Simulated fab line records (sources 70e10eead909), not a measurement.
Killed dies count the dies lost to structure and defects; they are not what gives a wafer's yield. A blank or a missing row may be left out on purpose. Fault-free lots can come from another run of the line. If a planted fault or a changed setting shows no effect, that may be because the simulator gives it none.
fab line records	flow nandHarc
record lots=13	wafers=39	lastDay=33
route steps=1302 shown A_STAIRCASE@844 END@1302
lots untouched by any fault: they come from a run of this same line in which no faults occurred
startH: hours from the record's opening day to when the first of the lot's shown wafers began	waitH: hours since the lot's step before	" as in the row above	L1.1+2: several wafers, shown together as one row	- no value, or no start given	* or withheld: withheld	< > ~ a bound
route shown NAME@n: names a module that has steps shown in the file, with the first one's number in the route	usual: mean and standard deviation over wafers with no fault	same: alike in all rows	chamber/n: place in a boat	sites: each site's reading	_std_site: how widely they spread, as a standard deviation	_edge_site: outer sites' mean less inner sites'	radiusMm: for every site, how far away it sits from the centre of the wafer	mask NAME#n: copy n	behind: the most recent tool/chamber to have shaped the wafer	hold: the reason the lot was held/the length of the hold in hours/how it ended	device: which transistor (n, p or np) failed to switch	end of line: the same wafers' tests at the end of the route	step lacking rows: just its recipe	killed: dies that structure and defects cost at the first sort, which is not the same as the wafer's yield	map: a wafer's dies, x killed, . not, _ none there
set.NAME: the setting that was run; set.NAME@STEP: the one run at that earlier step	model.NAME: the simulator's own value behind a step, which no gauge read
route steps across a sampled set of lots; one table per step, one row per wafer
services: when a tool's chamber went out of use (startH, in hours from the record's first day, below 0 if earlier), for how many hours, and the reason
## steps
# step NHARC_A_STAIRCASE_DEP_417
# recipe targetThkA=600	stepCoveragePct=20	tempC=400	targetThkNm=60	flowSccm=200	rfW=450	material=Si3N4
# usual heaterPowerOuterW=435/57	heaterPowerW=728/73
lot.wafer	tool	chamber	startH	waitH	heaterPowerOuterW	heaterPowerW
L605.1	pecvd-03	0	401.86	-	412	647
L605.3	"	1	"	"	486	772
L605.5	"	0	"	"	418	654
L604.1	pecvd-04	1	404.83	-	461	793
L604.3	"	2	"	"	400	740
L604.2	"	0	"	"	533	798
L606.1	pecvd-03	0	412.89	-	433	658
L606.5	"	2	"	"	421	682
L606.4	"	0	"	"	424	669
L607.2	pecvd-01	2	434.56	-	333	564
L607.6	"	2	"	"	347	557
L607.4	"	0	"	"	444	752
L610.1	pecvd-03	0	452.32	-	519	788
L610.2	"	2	"	"	395	657
L610.6	"	2	"	"	391	659
L612.1	pecvd-04	0	474.26	-	529	773
L612.3	"	1	"	"	434	774
L612.2	"	2	"	"	342	641
L620.3	pecvd-01	2	559.35	-	347	580
L620.1	"	0	"	"	489	811
L620.6	"	2	"	"	344	582
L621.3	pecvd-01	1	561.70	-	364	683
L621.2	"	2	"	"	402	669
L621.4	"	2	"	"	406	665
L623.3	pecvd-01	2	585.87	-	417	674
L623.1	"	1	"	"	420	709
L623.4	"	0	"	"	461	792
L625.1	pecvd-01	1	598.26	-	338	624
L625.2	"	0	"	"	534	844
L625.5	"	1	"	"	348	635
L624.1	pecvd-01	1	598.83	-	378	683
L624.3	"	1	"	"	370	684
L624.6	"	1	"	"	391	692
L626.1	pecvd-03	2	599.94	-	456	742
L626.2	"	0	"	"	501	787
L626.5	"	2	"	"	461	741
L627.3	pecvd-04	1	615.79	-	452	787
L627.2	"	2	"	"	388	727
L627.4	"	0	"	"	520	801
# step NHARC_A_STAIRCASE_DESCUM_443
# recipe timeS=3	o2FlowSccm=200	arFlowSccm=0	biasPowerW=0	chemistry=O2
# usual drypumpMotorCurrentA=5.7/0.39	oesProductAu=1.000/0.0071	rfVppV=57.8/0.91	showerheadPlenumPTorr=1.92/0.12	throttleValvePct=11.311/0.0079
lot.wafer	tool	chamber	startH	waitH	drypumpMotorCurrentA	oesProductAu	rfHoursCounterH	rfVppV	showerheadPlenumPTorr	throttleValvePct
L605.1	rieDiel-09	2	439.25	-	5.9	1.000	36	56.5	1.79	11.303
L605.3	"	3	"	"	5.5	0.999	38	58.7	2.06	11.310
L605.5	"	0	"	"	5.8	1.000	-	56.9	1.76	11.300
L604.2	rieDiel-04	1	439.39	-	5.0	0.988	27	57.1	1.77	11.310
L604.3	"	2	"	"	5.4	1.007	29	56.7	1.79	11.306
L604.1	"	3	"	"	5.5	1.010	26	56.8	1.87	11.323
L606.4	rieDiel-09	3	450.16	-	5.6	1.002	44	58.9	2.06	11.320
L606.1	"	2	"	"	6.0	0.997	42	56.4	1.79	11.319
L606.5	"	3	"	"	5.6	1.005	-	58.1	2.06	11.312
L607.4	rieDiel-04	3	470.52	-	5.4	1.015	36	55.5	1.86	11.304
L607.2	"	1	"	"	5.0	1.008	35	56.8	1.77	11.308
L607.6	"	2	"	"	5.4	0.996	-	58.4	1.79	11.316
L610.1	rieDiel-04	3	494.16	-	5.4	1.014	44	57.0	1.86	11.322
L610.2	"	2	"	"	5.4	1.001	46	56.2	1.78	11.324
L610.6	"	3	"	"	5.4	1.010	-	55.8	1.86	11.321
L612.2	rieDiel-09	2	512.29	-	6.0	0.997	1	56.7	1.79	11.306
L612.3	"	3	"	"	5.6	1.003	1	58.3	2.06	11.308
L612.1	"	0	"	"	5.8	0.991	1	57.2	2.08	11.307
L620.1	rieDiel-09	2	601.19	-	6.0	0.991	35	57.0	1.77	11.318
L620.3	"	0	"	"	5.9	0.996	27	58.1	2.07	11.304
L620.6	"	1	"	"	5.9	0.996	-	59.7	1.97	11.309
L621.3	rieDiel-01	0	601.36	-	5.4	1.004	13	58.4	1.84	11.314
L621.2	"	3	"	"	6.9	0.991	15	58.7	2.05	11.311
L621.4	"	0	"	"	5.4	0.997	-	57.3	1.84	11.303
L623.4	rieDiel-01	3	625.87	-	6.8	1.003	23	58.1	2.05	11.311
L623.3	"	0	"	"	5.3	0.996	22	57.8	1.83	11.304
L623.1	"	2	"	"	5.8	1.003	23	58.6	1.94	11.314
L625.1	rieDiel-01	1	637.27	-	5.8	1.006	22	58.2	1.81	11.325
L625.2	"	0	"	"	5.4	1.011	27	57.1	1.83	11.313
L625.5	"	1	"	"	5.8	1.005	-	57.2	1.81	11.310
L624.1	rieDiel-09	2	637.47	-	6.0	1.007	48	58.0	1.77	11.332
L624.3	"	3	"	"	5.6	1.006	45	57.5	2.04	11.305
L624.6	"	1	"	"	5.9	0.997	-	58.4	1.97	11.314
L626.1	rieDiel-04	1	637.73	-	5.0	1.000	30	59.4	2.07	11.295
L626.2	"	2	"	"	5.4	0.990	28	57.5	1.77	11.320
L626.5	"	1	"	"	5.0	1.009	-	58.2	2.07	11.308
L627.2	rieDiel-01	3	649.09	-	6.8	1.003	33	58.2	2.05	11.311
L627.4	"	0	"	"	5.4	1.005	32	57.4	1.83	11.308
L627.3	"	1	"	"	5.8	0.985	28	57.5	1.81	11.313
# step NHARC_A_STAIRCASE_CMP_450
# recipe targetThkNm=200	material=SiO2
# usual edgeZonePressureFrac=0.999/0.0052	motorCurrentA=12.4/1.1
lot.wafer	tool	chamber	startH	waitH	edgeZonePressureFrac	motorCurrentA
L605.3	cmp-02	1	444.51	-	0.995	10.6
L605.1	"	2	"	"	0.994	14.0
L605.5	"	1	"	"	0.993	10.1
L604.1	cmp-04	1	445.60	-	0.999	12.7
L604.2	"	2	"	"	1.006	12.2
L604.3	"	3	"	"	0.996	11.9
L606.4	cmp-02	2	455.41	-	0.999	13.4
L606.1	"	0	"	"	0.996	10.7
L606.5	"	2	"	"	1.004	14.0
L607.2	cmp-04	0	475.78	-	0.996	14.1
L607.4	"	1	"	"	0.990	12.1
L607.6	"	3	"	"	1.004	11.9
L610.2	cmp-04	1	499.46	-	1.005	13.0
L610.1	"	3	"	"	1.004	11.8
L610.6	"	1	"	"	1.006	12.8
L612.1	cmp-04	0	517.54	-	1.003	14.0
L612.3	"	1	"	"	1.006	12.2
L612.2	"	2	"	"	0.996	12.5
L620.1	cmp-03	1	606.69	-	1.002	11.4
L620.3	"	2	"	"	1.009	14.9
L620.6	"	0	"	"	0.992	12.9
L621.2	cmp-04	1	607.59	-	1.000	12.6
L621.4	"	2	"	"	1.007	12.0
L621.3	"	3	"	"	0.999	11.9
L623.1	cmp-04	1	631.21	-	0.997	12.8
L623.4	"	2	"	"	0.996	12.2
L623.3	"	0	"	"	0.993	13.9
L625.1	cmp-04	3	642.54	-	1.005	12.7
L625.2	"	1	"	"	0.994	12.8
L625.5	"	3	"	"	0.995	11.6
L626.1	cmp-03	3	643.16	-	0.999	11.7
L626.2	"	1	"	"	1.004	11.6
L626.5	"	0	"	"	0.994	13.1
L624.3	cmp-04	2	643.18	-	1.005	12.1
L624.1	"	0	"	"	1.002	14.0
L624.6	"	3	"	"	0.998	12.0
L627.4	cmp-04	2	654.40	-	1.001	11.9
L627.2	"	0	"	"	1.003	13.2
L627.3	"	1	"	"	0.985	12.3
# step NHARC_A_STAIRCASE_CMP_472
# recipe material=SiO2
# usual edgeZonePressureFrac=1.000/0.0048	motorCurrentA=12.4/1.2
lot.wafer	tool	chamber	startH	waitH	edgeZonePressureFrac	motorCurrentA
L605.3	cmp-02	2	445.98	0.2	0.998	14.2
L605.1	"	0	"	"	0.996	10.9
L605.5	"	1	"	"	1.010	10.8
L604.2	cmp-03	0	447.32	0.3	0.993	12.9
L604.3	"	1	"	"	1.007	11.9
L604.1	"	2	"	"	1.000	15.0
L606.4	cmp-04	0	456.88	0.1	0.999	13.3
L606.1	"	1	"	"	0.994	13.0
L606.5	"	0	"	"	1.005	13.6
L607.2	cmp-04	3	477.24	0.2	1.006	12.2
L607.4	"	1	"	"	0.994	13.4
L607.6	"	3	"	"	1.006	12.2
L610.1	cmp-02	0	500.98	0.3	0.991	10.6
L610.2	"	1	"	"	1.004	11.1
L610.6	"	0	"	"	0.996	10.6
L612.1	cmp-04	3	518.99	0.2	1.010	11.6
L612.2	"	0	"	"	0.998	14.4
L612.3	"	1	"	"	0.995	12.5
L620.3	cmp-04	0	608.16	0.3	-	-
L620.1	"	1	"	"	-	-
L620.6	"	2	"	"	-	-
L621.3	cmp-02	1	609.03	0.2	-	-
L621.2	"	2	"	"	-	-
L621.4	"	0	"	"	-	-
L623.1	cmp-04	3	632.66	0.2	1.005	12.2
L623.4	"	1	"	"	1.006	12.3
L623.3	"	2	"	"	1.002	11.8
L625.1	cmp-02	1	644.17	0.2	1.001	11.1
L625.2	"	3	"	"	0.996	12.4
L625.5	"	1	"	"	1.003	11.1
L626.2	cmp-03	3	644.65	0.2	1.002	10.7
L626.1	"	1	"	"	0.999	12.0
L626.5	"	3	"	"	1.002	11.0
L624.3	cmp-04	3	644.75	0.2	1.006	11.9
L624.1	"	0	"	"	1.001	13.3
L624.6	"	2	"	"	0.997	11.8
L627.4	cmp-04	3	655.95	0.2	1.005	12.2
L627.3	"	1	"	"	0.989	12.8
L627.2	"	2	"	"	1.000	11.6
# step NHARC_END_SORT_01
# recipe tempC=25
# usual killedAtArray=61/23	killedAtOther=1.3/1.4	killedAtPeriphery=4.0/2.6	killedDies=66/22	killedOpen=3.4/1.8	killedShort=2.3/1.4
# same grossDies=677
lot.wafer	tool	chamber	startH	waitH	killedAtArray	killedAtOther	killedAtPeriphery	killedDies	killedOpen	killedShort
L620.1	prober-01	0	732.72	2.5	667	2	8	677	7	4
L620.3	prober-01	0	734.31	3.1	668	3	6	677	4	1
L620.6	prober-01	0	736.69	4.0	673	1	3	677	2	2
L621.2	prober-02	0	733.57	2.8	671	0	6	677	5	3
L621.3	prober-02	0	734.37	3.1	674	0	3	677	2	3
L621.4	prober-02	0	735.17	3.4	670	1	6	677	4	2
# killed by level:class
L620.1 A_STAIRCASE:areaCmp=577 A_SLIT:chamberFilmFlake=36 A_CHANNEL_HOLE_D1:chamberFilmFlake=35 A_DECK1_JOINT:chamberFilmFlake=6 A_CONTACT:chamberFilmFlake=4 P_STI:chamberFilmFlake=3 A_CHANNEL_FILL_D1:geometricParticle:open=2 A_WL_FILL:geometricParticle:short=2
L621.2 A_STAIRCASE:areaCmp=621 A_CHANNEL_HOLE_D2:chamberFilmFlake=21 A_STAIRCASE:chamberFilmFlake=8 A_CHANNEL_HOLE_D1:chamberFilmFlake=7 A_SLIT:chamberFilmFlake=5 P_GATE:geometricParticle:short=2 A_M0:geometricParticle:open=2 P_GATE:chamberFilmFlake=2
L620.3 A_STAIRCASE:areaCmp=584 A_CHANNEL_HOLE_D1:chamberFilmFlake=39 A_SLIT:chamberFilmFlake=29 A_CONTACT:chamberFilmFlake=5 A_STAIRCASE:chamberFilmFlake=3 THIN_TSV:chamberFilmFlake=3 P_STI:chamberFilmFlake=2 P_M1:chamberFilmFlake=2
L621.3 A_STAIRCASE:areaCmp=620 A_CHANNEL_HOLE_D2:chamberFilmFlake=25 A_STAIRCASE:chamberFilmFlake=7 A_CONTACT:chamberFilmFlake=7 A_CHANNEL_HOLE_D1:chamberFilmFlake=6 A_SLIT:chamberFilmFlake=3 P_CONTACT:geometricParticle:short=2 A_WL_FILL:chamberFilmFlake=2
L621.4 A_STAIRCASE:areaCmp=610 A_CHANNEL_HOLE_D2:chamberFilmFlake=29 A_STAIRCASE:chamberFilmFlake=10 A_CHANNEL_HOLE_D1:chamberFilmFlake=7 A_CONTACT:chamberFilmFlake=5 A_M0:geometricParticle:short=2 P_GATE:chamberFilmFlake=2 A_SLIT:chamberFilmFlake=2
L620.6 A_STAIRCASE:areaCmp=606 A_SLIT:chamberFilmFlake=30 A_CHANNEL_HOLE_D1:chamberFilmFlake=22 A_CONTACT:chamberFilmFlake=4 A_CHANNEL_FILL_D1:chamberFilmFlake=3 A_STAIRCASE:chamberFilmFlake=2 A_ONON_D1:geometricParticle:short=1 A_CHANNEL_HOLE_D2:geometricParticle:short=1
## services
tool	chamber	startH	hours	kind
rieDiel-01	-	380.93	9.0	pm
cmp-03	-	390.28	4.0	pm
rieDiel-09	1	404.93	4.2	repair
cmp-04	-	405.10	4.0	pm
rieDiel-01	3	419.12	9.8	repair
rieDiel-04	0	422.55	17.5	repair
cmp-02	-	428.52	4.0	pm
pecvd-03	0	439.79	4.7	repair
rieDiel-09	-	442.47	0.2	repair
cmp-03	-	456.90	2.2	repair
rieDiel-01	0	458.27	3.5	repair
pecvd-01	-	459.89	0.6	repair
cmp-02	-	475.89	0.7	repair
cmp-02	-	488.55	2.0	repair
rieDiel-09	0	490.75	6.1	repair
pecvd-01	-	492.06	13.0	pm
rieDiel-09	-	497.12	9.0	pm
cmp-04	-	503.10	4.0	pm
cmp-02	-	526.52	4.0	pm
cmp-02	-	546.40	5.2	repair
rieDiel-09	0	567.71	13.4	repair
pecvd-01	2	596.44	11.5	repair
cmp-04	-	601.10	4.0	pm
cmp-02	-	624.52	4.0	pm
## key
firstSign step=NHARC_A_STAIRCASE_CMP_472	reading=toolRecord	direction=missing
effect step=NHARC_END_SORT_01	reading=killedDies	direction=up	sigmas=27	usual=66	struck=677
moreKillsBornAt NHARC_A_STAIRCASE_CMP_472@cmp-02=1850	NHARC_A_STAIRCASE_CMP_472@cmp-04=1767
metAt NHARC_A_STAIRCASE_CMP_472
struckLots L620,L621
laterRowsLeftOut L620.1,L620.3,L620.6,L621.2,L621.3,L621.4
testerLeftOut L620,L621
notActingAt NHARC_A_STAIRCASE_DEP_417,NHARC_A_STAIRCASE_DESCUM_443,NHARC_A_STAIRCASE_CMP_450
onsetBetween 518.99 608.16
fault kind=skippedStepWhole	tool=cmp-02,cmp-04	chamber=-	onsetH=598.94	steps=NHARC_A_STAIRCASE_CMP_472	scope=struckLotsOnly
# testerLeftOut: of these lots the tester's yield and bins aren't shown, on N5 and GAA mostly nor the transistor test; their killed dies are dies lost to structure and defects alone, not to doping, threshold or leakage, so they don't give the yield
# laterRowsLeftOut: the simulator's readings of these wafers behind a module that went badly wrong aren't trusted and aren't shown, but for the sort
